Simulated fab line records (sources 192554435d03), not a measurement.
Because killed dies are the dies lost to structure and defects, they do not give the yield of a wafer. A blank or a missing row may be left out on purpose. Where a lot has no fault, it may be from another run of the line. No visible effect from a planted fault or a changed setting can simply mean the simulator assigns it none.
Split-lot experiment ; flow n5 finfet ; 21 wafers read from 7 lots, route of 1938 steps

== ON THE SPLIT ==
At N5_BEOL_M3_VIA_ETCH_34 (etches the open film in C4F6/O2, target depth 69.4 nm, time 65.9 s), the setting time s was moved away from the recipe's 65.9 s on 10 of the 21 wafers read, by -15.9% to +20.7%. The other wafers ran this setting at the recipe's value.

The split's own step is where the reading is taken.

== THE READING ==
SOC_of_BEOL_M3_COAT_67.thk nm (the simulator's own value, which no gauge read), in nm, at N5_BEOL_M3_VIA_ETCH_34 (etches the open film in C4F6/O2, target depth 69.4 nm, time 65.9 s). There is no usual value for it anywhere in the file. Across the 11 wafers here that went through the recipe, the average is 51.9 nm and the standard deviation 0.26 nm.

wafer;tool, chamber at the split;time s as run, s;against the recipe;SOC_of_BEOL_M3_COAT_67.thk nm, nm;against lot-mates on the recipe
L074.1;rie diel-01, 3;65.9;recipe;51.6;-
L074.2;rie diel-01, 0;55.43;-15.9%;53;+1.4
L074.4;rie diel-01, 1;55.43;-15.9%;53;+1.4
L075.4;rie diel-01, 1;65.9;recipe;51.6;-
L075.5;rie diel-01, 1;65.9;recipe;51.6;-
L075.6;rie diel-01, 2;65.9;recipe;52;-
L078.1;rie diel-01, 2;65.9;recipe;52.4;-
L078.3;rie diel-01, 3;65.9;recipe;52.2;-
L078.6;rie diel-01, 2;79.56;+20.7%;50.4;-1.9
L081.3;rie diel-03, 0;56.49;-14.3%;53.2;no lot-mate on the recipe
L081.4;rie diel-03, 3;56.49;-14.3%;53;no lot-mate on the recipe
L081.5;rie diel-03, 2;56.49;-14.3%;53.2;no lot-mate on the recipe
L089.2;rie diel-02, 2;79.25;+20.3%;50.6;-1.4
L089.5;rie diel-02, 3;65.9;recipe;51.8;-
L089.6;rie diel-02, 2;65.9;recipe;52.2;-
L090.1;rie diel-02, 1;65.9;recipe;52;-
L090.2;rie diel-02, 0;74.99;+13.8%;50.8;-1.2
L090.4;rie diel-02, 2;74.99;+13.8%;51;-1.0
L091.1;rie diel-01, 0;65.9;recipe;51.8;-
L091.3;rie diel-01, 1;78.27;+18.8%;50;-1.9
L091.5;rie diel-01, 2;65.9;recipe;52;-

FIT RESULTS
A straight line over all 21 wafers: SOC_of_BEOL_M3_COAT_67.thk nm changes by -0.0776 nm for each +1% of time s; r = -0.97; the points scatter about the line by 0.25 nm.
The same after taking each lot's own level away (the mean of its wafers on the recipe; 18 wafers): -0.0861 nm for each +1%; r = -0.98; scatter 0.17 nm.
According to that fit, moving time s by its largest amount changes the reading by 1.8 nm.
The span of the lots' own levels, 51.60 to 52.30 nm, comes to 2.7 times the standard deviation stated above.
Consequently the slope shifts little with the lot-to-lot level, the two slopes agreeing.
Check: for one of the wafers moved furthest among these (+20.7%), held out of the fit, the line's prediction against its lot-mates is -1.74 nm. It came out at -1.9 nm against them.

== THE OTHER SPLITS THESE WAFERS WENT THROUGH ==
Note: prior to the reading, these wafers also went through further splits. Each is held against what the fit with the lots' levels taken away leaves over:
other split on the same wafers;wafers away from the commonest value;r with SOC_of_BEOL_M3_COAT_67.thk nm (lot level and that fit taken away)
N5_BEOL_M2_COAT_73 temp c;6;-0.15

== THE WHOLE CHAIN: every reading that the file lists as answering this split, in the file's order ==
step;what it does;reading;change (the file's fit);r (the file's)
N5_BEOL_M3_VIA_ETCH_34;etches the open film in C4F6/O2, target depth 69.4 nm, time 65.9 s;etch.depth nm (the simulator's own value, which no gauge read);+0.655 nm for each +1% of the setting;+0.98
N5_BEOL_M3_VIA_ETCH_34;etches the open film in C4F6/O2, target depth 69.4 nm, time 65.9 s;SOC_of_BEOL_M3_COAT_67.thk nm (the simulator's own value, which no gauge read);-0.0861 nm for each +1% of the setting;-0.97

== THE FILE'S OWN FIT ==
SOC_of_BEOL_M3_COAT_67.thk nm changes by -0.0861 nm for each +1% of time s, r = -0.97.
